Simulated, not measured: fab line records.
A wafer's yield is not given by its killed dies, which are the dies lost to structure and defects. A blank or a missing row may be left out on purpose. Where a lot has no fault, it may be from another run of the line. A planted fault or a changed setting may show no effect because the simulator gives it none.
Which tool was responsible?    flow n5Finfet    7 lots with 21 wafers sampled at 2 steps, on a route of 1938 steps

== WHAT THE GAUGES READ, wafer by wafer ==
N5_BEOL_M7_OVL_MEAS_29.
lot   measured      on          V6_OVL (nm)
L991  day 10 16:14  overlay-01  -0.9 -0.6 -0.9
L996  day 11 13:46  overlay-01  - - -
L103  day 13 21:40  overlay-02  -0.4 -0.3 0.1
L105  day 14 11:35  overlay-01  -1.1 -1.2 -0.5
L109  day 14 20:50  overlay-02  -0.3 -0.3 -2.0
L111  day 14 22:48  overlay-01  1.0 -0.1 -0.4
L110  day 16 19:03  overlay-01  0.1 1.2 -0.7

== WHICH TOOL RAN EACH LOT (tool, then ch and the chambers of the sampled wafers, then the start) ==
lot   N5_BEOL_M7_DEVELOP_27
L991  lithoTrack-03 ch 0, day 10 16:08
L996  lithoTrack-03, day 11 13:41
L103  lithoTrack-01 ch 0, day 13 21:34
L105  lithoTrack-01 ch 0, day 14 11:30
L109  lithoTrack-02 ch 0, day 14 20:44
L111  lithoTrack-03 ch 0, day 14 22:43
L110  lithoTrack-03 ch 0, day 16 18:58
- N5_BEOL_M7_DEVELOP_27: develop time 30 s.

== THE ANSWER, worked out from the rows above alone ==
Rule: the lots themselves supply what counts as usual. The widest of any qualifying gaps counts: lots, ordered by their means at a reading, are off when they make up no more than a third of the lots, leave a main group of 4 or more, and stand apart from it by 3 or more times the standard deviation of that group's means. A main group whose means are all the same, to the digits that the tables above print for the reading, isn't used. A lot without any number at a reading at which 4 lots or more have one is off too. Where the step has rows for the other lots, those lots are counted as sound.
Off: at N5_BEOL_M7_OVL_MEAS_29 (V6_OVL), L996. Without a number there: L996. The main group has a mean of -0.4 nm with a standard deviation of 0.48.
A tool fits if, at a process step before that reading, it ran every lot that is off, and no sound lot after the first of them. The gauges at N5_BEOL_M7_OVL_MEAS_29 are tried like those tools. No candidate that was tried fits.

== WHAT THE SIMULATOR HAD INSERTED ==
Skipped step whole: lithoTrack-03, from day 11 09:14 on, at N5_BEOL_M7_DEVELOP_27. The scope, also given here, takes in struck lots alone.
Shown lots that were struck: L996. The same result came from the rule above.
